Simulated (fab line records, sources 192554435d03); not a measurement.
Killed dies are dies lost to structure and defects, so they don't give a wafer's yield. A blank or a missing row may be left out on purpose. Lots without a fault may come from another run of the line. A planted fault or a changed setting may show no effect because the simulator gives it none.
Chamber matching | flow n5_finfet | N5_BEOL_M1_ILD_DEP_00 on pecvd-01: 3 sister chambers
The step deposits SiOC from DEMS/O2, target thk 79 nm, time 15.3 s. 6 wafers are shown with their chamber, then 11 later ones without.

WAFERS WITH THEIR CHAMBER
wafer  | chamber | throttle_valve_pct (%) | heater_power_w (W)
L087.3 | 2       | 10.8                   | 429
L087.5 | 1       | 11.6                   | 353
L091.1 | 0       | 12.5                   | 410
L091.4 | 2       | 10.8                   | 498
L091.5 | 1       | 11.9                   | 344
L092.1 | 0       | 12.7                   | 372

WAFERS WITHOUT THEIR CHAMBER
wafer  | throttle_valve_pct (%) | heater_power_w (W)
L092.2 | 10.6                   | 497
L092.3 | 11.6                   | 354
L093.3 | 12.7                   | 420
L093.5 | 12.8                   | 442
L093.6 | 10.7                   | 493
L094.1 | 11.6                   | 364
L094.4 | 12.6                   | 416
L094.5 | 12.7                   | 422
L097.2 | 11.7                   | 348
L097.4 | 10.6                   | 472
L097.5 | 12.6                   | 357

WHICH CHAMBER EACH WENT THROUGH
wafer  | from the rows above | in truth
L092.2 | 2                   | 2
L092.3 | 1                   | 1
L093.3 | 0                   | 0
L093.5 | 0                   | 0
L093.6 | 2                   | 2
L094.1 | 1                   | 1
L094.4 | 0                   | 0
L094.5 | 0                   | 0
L097.2 | 1                   | 1
L097.4 | 2                   | 2
L097.5 | 0                   | 0
Placed correctly: 11 of 11. Can't be placed from these rows: 0. Placed wrongly: 0.
How it was worked out, from the rows above alone: a wafer's distance from a chamber is the root of the sum, over the readings, of the square of ((its reading less the chamber's mean) divided by the reading's scatter). The wafer belongs to the nearest chamber; if the next one is less than 2 further off, it can't be placed. A chamber's mean is the mean of its shown wafers. The scatter: the root of (the sum of the squares of (reading less its chamber's mean) over the shown wafers, divided by (wafers less chambers)).
